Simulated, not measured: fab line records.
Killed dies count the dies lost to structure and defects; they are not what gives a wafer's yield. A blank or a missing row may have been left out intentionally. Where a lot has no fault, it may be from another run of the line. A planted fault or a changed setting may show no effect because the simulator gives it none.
Which tool was responsible? | flow n5-finfet | Sampling: 12 lots, 36 wafers, 4 of 1938 route steps

## WHAT THE GAUGES READ, wafer by wafer
N5_BEOL_M7_OVL_MEAS_12.
lot  | measured     | on         | M7_OVL (nm)
L075 | day 8 22:17  | overlay-01 | -1.7 0.2 -0.3
L076 | day 9 15:56  | overlay-02 | 0.0 0.2 -0.3
L078 | day 10 04:55 | overlay-01 | -0.5 -0.3 0.6
L081 | day 10 21:20 | overlay-01 | 0.5 0.3 -0.3
L082 | day 11 01:31 | overlay-01 | 0.1 -0.7 0.7
L085 | day 11 20:26 | overlay-02 | 1.1 0.0 1.7
L087 | day 12 17:20 | overlay-01 | 1.0 0.2 1.7
L088 | day 13 00:31 | overlay-01 | 0.8 -0.2 0.0
L091 | day 13 21:17 | overlay-01 | 0.3 0.5 -0.4
L093 | day 14 04:23 | overlay-01 | -0.9 -0.4 -0.1
L092 | day 14 20:38 | overlay-01 | -0.3 0.4 -0.2
L097 | day 15 19:22 | overlay-01 | -0.8 -0.2 -1.0

## TOOL THAT RAN EACH LOT (tool first, then ch and the chambers of the sampled wafers, then the start)
lot  | N5_BEOL_M6_DESCUM_16               | N5_BEOL_M6_STRIP_19                | N5_BEOL_M6_DESCUM_33
L075 | rie-diel-01 ch 1,3, day 8 13:47    | rie-diel-01 ch 0,1,3, day 8 14:23  | rie-diel-02 ch 1,2, day 8 17:39
L076 | rie-diel-01 ch 1,2,3, day 9 08:24  | rie-diel-01 ch 1,3, day 9 08:47    | rie-diel-05 ch 0,3, day 9 10:20
L078 | rie-diel-05 ch 0,2,3, day 9 20:54  | rie-diel-01 ch 0,3, day 9 21:25    | rie-diel-02 ch 0,1,3, day 9 22:56
L081 | rie-diel-02 ch 1,3, day 10 13:40   | rie-diel-05 ch 0,1,3, day 10 14:11 | rie-diel-05 ch 0,1,2, day 10 16:11
L082 | rie-diel-05 ch 0,2, day 10 18:53   | rie-diel-01 ch 1,2, day 10 19:17   | rie-diel-01 ch 0,1,2, day 10 19:54
L085 | rie-diel-05 ch 0,2,3, day 11 13:37 | rie-diel-02 ch 1,2,3, day 11 14:04 | rie-diel-01 ch 1,2,3, day 11 14:34
L087 | rie-diel-01 ch 0,1,3, day 12 07:46 | rie-diel-01 ch 0,2,3, day 12 08:09 | rie-diel-01 ch 1,2,3, day 12 10:22
L088 | rie-diel-05 ch 0,1,3, day 12 16:01 | rie-diel-05 ch 1,3, day 12 16:53   | rie-diel-02 ch 0,1,3, day 12 17:52
L091 | rie-diel-01 ch 1,2,3, day 13 13:53 | rie-diel-01 ch 0,3, day 13 14:17   | rie-diel-02 ch 0,2,3, day 13 17:27
L093 | rie-diel-05 ch 0,2,3, day 13 20:54 | rie-diel-02 ch 0,1,3, day 13 21:17 | rie-diel-05 ch 0,2,3, day 13 23:01
L092 | rie-diel-01 ch 0,1,3, day 14 10:57 | rie-diel-05 ch 0,1,3, day 14 11:22 | rie-diel-02 ch 0,1,2, day 14 13:44
L097 | rie-diel-05 ch 0,3, day 15 09:32   | rie-diel-02 ch 0,3, day 15 10:03   | rie-diel-02 ch 1,2, day 15 12:01
- N5_BEOL_M6_DESCUM_16: chemistry O2, time 7.9 s.
- N5_BEOL_M6_STRIP_19: strips in O2.
- N5_BEOL_M6_DESCUM_33: chemistry O2, time 7 s.

## THE ANSWER, worked out from the rows above alone
Rule: the lots themselves supply what counts as usual. The widest of any qualifying gaps counts: lots, ordered by their means at a reading, are off when they make up no more than a third of the lots, leave a main group of 4 or more, and stand apart from it by 3 or more times the standard deviation of that group's means. A main group is skipped when, at the precision printed for the reading in the tables above, its means are all equal. Also off: a lot with no number at a reading for which 4 or more lots have one. Any other lot the step has rows for is counted as sound.
Across all readings shown, no lot is off: no conclusion can be drawn from this.

## WHAT HAD BEEN PUT IN BY THE SIMULATOR
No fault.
